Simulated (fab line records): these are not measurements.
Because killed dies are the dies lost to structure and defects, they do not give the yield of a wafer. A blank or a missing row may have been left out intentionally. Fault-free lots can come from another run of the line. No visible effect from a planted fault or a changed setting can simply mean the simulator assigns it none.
Split-lot trial || flow n5Finfet || route with 1938 steps; 7 lots, 21 wafers read

## ABOUT THE SPLIT
At N5_BEOL_M6_ETCH_62 (etches SOC in N2/H2, target depth 110 nm, overetch 22 nm, time 165 s), the setting biasW was moved away from the recipe's 150 W on 9 of the 21 wafers read, by -15.0% to +12.4%. This setting was run at the recipe's value on the other wafers.

Reading taken at the split's own step.

## THE READING
rfVppV, in V, at N5_BEOL_M6_ETCH_62 (etches SOC in N2/H2, target depth 110 nm, overetch 22 nm, time 165 s). On this fab line, fault-free wafers typically give 525.6 V with a standard deviation of 2.1 V.

{"wafer": "L074.3", "tool, chamber at the split": "rieDiel-04, 1", "biasW as run, W": 164.3, "against the recipe": "+9.5%", "rfVppV, V": 557.7, "against lot-mates on the recipe": "+32.6"}
{"wafer": "L074.5", "tool, chamber at the split": "rieDiel-04, 0", "biasW as run, W": 150, "against the recipe": "recipe", "rfVppV, V": 525.5, "against lot-mates on the recipe": "-"}
{"wafer": "L074.6", "tool, chamber at the split": "rieDiel-04, 3", "biasW as run, W": 150, "against the recipe": "recipe", "rfVppV, V": 524.7, "against lot-mates on the recipe": "-"}
{"wafer": "L079.1", "tool, chamber at the split": "rieDiel-01, 0", "biasW as run, W": 150, "against the recipe": "recipe", "rfVppV, V": 527.7, "against lot-mates on the recipe": "-"}
{"wafer": "L079.2", "tool, chamber at the split": "rieDiel-01, 3", "biasW as run, W": 150, "against the recipe": "recipe", "rfVppV, V": 524.4, "against lot-mates on the recipe": "-"}
{"wafer": "L079.4", "tool, chamber at the split": "rieDiel-01, 1", "biasW as run, W": 150, "against the recipe": "recipe", "rfVppV, V": 526.7, "against lot-mates on the recipe": "-"}
{"wafer": "L081.2", "tool, chamber at the split": "rieDiel-01, 1", "biasW as run, W": 150, "against the recipe": "recipe", "rfVppV, V": 525.0, "against lot-mates on the recipe": "-"}
{"wafer": "L081.4", "tool, chamber at the split": "rieDiel-01, 3", "biasW as run, W": 132.8, "against the recipe": "-11.5%", "rfVppV, V": 485.3, "against lot-mates on the recipe": -39.7}
{"wafer": "L081.6", "tool, chamber at the split": "rieDiel-01, 3", "biasW as run, W": 132.8, "against the recipe": "-11.5%", "rfVppV, V": 485.8, "against lot-mates on the recipe": -39.2}
{"wafer": "L082.2", "tool, chamber at the split": "rieDiel-01, 3", "biasW as run, W": 168.6, "against the recipe": "+12.4%", "rfVppV, V": 565.5, "against lot-mates on the recipe": "+36.0"}
{"wafer": "L082.3", "tool, chamber at the split": "rieDiel-01, 0", "biasW as run, W": 150, "against the recipe": "recipe", "rfVppV, V": 529.5, "against lot-mates on the recipe": "-"}
{"wafer": "L082.6", "tool, chamber at the split": "rieDiel-01, 3", "biasW as run, W": 168.6, "against the recipe": "+12.4%", "rfVppV, V": 565.3, "against lot-mates on the recipe": "+35.8"}
{"wafer": "L084.2", "tool, chamber at the split": "rieDiel-06, 1", "biasW as run, W": 150, "against the recipe": "recipe", "rfVppV, V": 522.6, "against lot-mates on the recipe": "-"}
{"wafer": "L084.4", "tool, chamber at the split": "rieDiel-06, 3", "biasW as run, W": 127.5, "against the recipe": "-15.0%", "rfVppV, V": 468.6, "against lot-mates on the recipe": -53.1}
{"wafer": "L084.5", "tool, chamber at the split": "rieDiel-06, 3", "biasW as run, W": 150, "against the recipe": "recipe", "rfVppV, V": 520.7, "against lot-mates on the recipe": "-"}
{"wafer": "L086.2", "tool, chamber at the split": "rieDiel-01, 0", "biasW as run, W": 139, "against the recipe": "-7.3%", "rfVppV, V": 502.7, "against lot-mates on the recipe": -25.4}
{"wafer": "L086.4", "tool, chamber at the split": "rieDiel-01, 2", "biasW as run, W": 150, "against the recipe": "recipe", "rfVppV, V": 528.1, "against lot-mates on the recipe": "-"}
{"wafer": "L086.6", "tool, chamber at the split": "rieDiel-01, 3", "biasW as run, W": 139, "against the recipe": "-7.3%", "rfVppV, V": 499.1, "against lot-mates on the recipe": -29.0}
{"wafer": "L096.1", "tool, chamber at the split": "rieDiel-06, 1", "biasW as run, W": 150, "against the recipe": "recipe", "rfVppV, V": 523.6, "against lot-mates on the recipe": "-"}
{"wafer": "L096.4", "tool, chamber at the split": "rieDiel-06, 3", "biasW as run, W": 150, "against the recipe": "recipe", "rfVppV, V": 528.5, "against lot-mates on the recipe": "-"}
{"wafer": "L096.5", "tool, chamber at the split": "rieDiel-06, 3", "biasW as run, W": 129.1, "against the recipe": "-13.9%", "rfVppV, V": 479.4, "against lot-mates on the recipe": -46.6}

THE FIT
A straight line over all 21 wafers: rfVppV changes by +3.41 V for each +1% of biasW; r = +1.00; the points scatter about the line by 2.6 V.
The same after taking each lot's own level away (the mean of its wafers on the recipe; 21 wafers): +3.3 V for each +1%; r = +1.00; scatter 2.2 V.
According to that fit, moving biasW by its largest amount changes the reading by 49 V.
Measured against the standard deviation above, the lots' own levels, which go from 521.65 to 529.50 V, span 3.7 times it.
Consequently the slope shifts little with the lot-to-lot level, the two slopes agreeing.
Check: with one of the wafers moved furthest among these (-15.0%) left out of the fit, the line predicts -49.9 V for it against its lot-mates. It came out at -53.1 V against them.
Tool readings at the split's step, against how far the setting was moved: rfVppV r = +1.00.

## ADDITIONAL SPLITS CARRIED BY THESE WAFERS
Before the reading, these wafers also passed through other splits. Each is held against what the fit with the lots' levels taken away leaves over:
{"other split on the same wafers": "N5_BEOL_M5_ETCH_41 sourceW", "wafers away from the commonest value": 10, "r with rfVppV (lot level and that fit taken away)": "+0.01"}
{"other split on the same wafers": "N5_BEOL_M6_EXPOSE_08 doseMj", "wafers away from the commonest value": 7, "r with rfVppV (lot level and that fit taken away)": "+0.00"}

## THE WHOLE CHAIN: every reading that the file lists as answering this split, in the file's order
{"step": "N5_BEOL_M6_ETCH_62", "what it does": "etches SOC in N2/H2, target depth 110 nm, overetch 22 nm, time 165 s", "reading": "rfVppV", "change (the file's fit)": "+3.36 V for each +1% of the setting", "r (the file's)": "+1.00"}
{"step": "N5_BEOL_M6_ETCH_62", "what it does": "etches SOC in N2/H2, target depth 110 nm, overetch 22 nm, time 165 s", "reading": "SiARC_of_BEOL_M6_COAT_60.thkNm (the simulator's own value, which no gauge read)", "change (the file's fit)": "-0.0794 nm for each +1% of the setting", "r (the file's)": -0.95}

## THE FILE'S OWN FIT
rfVppV changes by +3.36 V for each +1% of biasW, r = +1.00.
